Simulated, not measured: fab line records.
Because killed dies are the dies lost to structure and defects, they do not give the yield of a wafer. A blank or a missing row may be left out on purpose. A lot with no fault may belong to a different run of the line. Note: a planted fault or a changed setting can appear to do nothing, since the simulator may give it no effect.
Matching of chambers ; flow n5-finfet ; 4 sister chambers for N5_GATE_CUT_CMP_43 on cmp-03
The step polishes SiO2. 8 wafers are shown with their chamber, then 7 later ones without.

## WAFERS, EACH WITH ITS CHAMBER
wafer;chamber;motor-current-A (A);slurry-filter-dp-kPa (kPa)
L078.2;3;9.7;13.41
L083.6;2;12.6;13.59
L086.1;0;11.6;13.55
L090.3;0;11.4;13.58
L090.4;1;12.8;13.45
L090.6;3;10.2;13.49
L092.3;1;12.4;13.77
L092.5;2;12.5;13.34

## WAFERS WHOSE CHAMBER IS MISSING
wafer;motor-current-A (A);slurry-filter-dp-kPa (kPa)
L092.6;13.2;13.44
L096.1;11.1;13.45
L096.2;10.3;13.44
L096.5;9.9;13.69
L097.3;13.2;13.46
L097.4;12.4;13.74
L097.5;13.3;13.66

## WHICH CHAMBER EACH ONE RAN IN
wafer;from the rows above;in truth
L092.6;can't be placed: 2 or 1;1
L096.1;0;0
L096.2;3;3
L096.5;3;3
L097.3;can't be placed: 1 or 2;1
L097.4;can't be placed: 1 or 2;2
L097.5;can't be placed: 1 or 2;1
Correct placement for 3 of the 7. Not placeable from these rows: 4 (in 4, the candidates include the true chamber). Wrongly placed: 0.
How it was worked out, from the rows above alone: a wafer's distance from a chamber is the root of the sum, over the readings, of the square of ((its reading less the chamber's mean) divided by the reading's scatter). The wafer belongs to the nearest chamber; if the next one is less than 2 further off, it can't be placed. Each chamber's mean is taken over the wafers shown for it. The scatter: take each reading less its chamber's mean, square it, sum over the shown wafers, divide by the number of wafers less the number of chambers, and take the root.
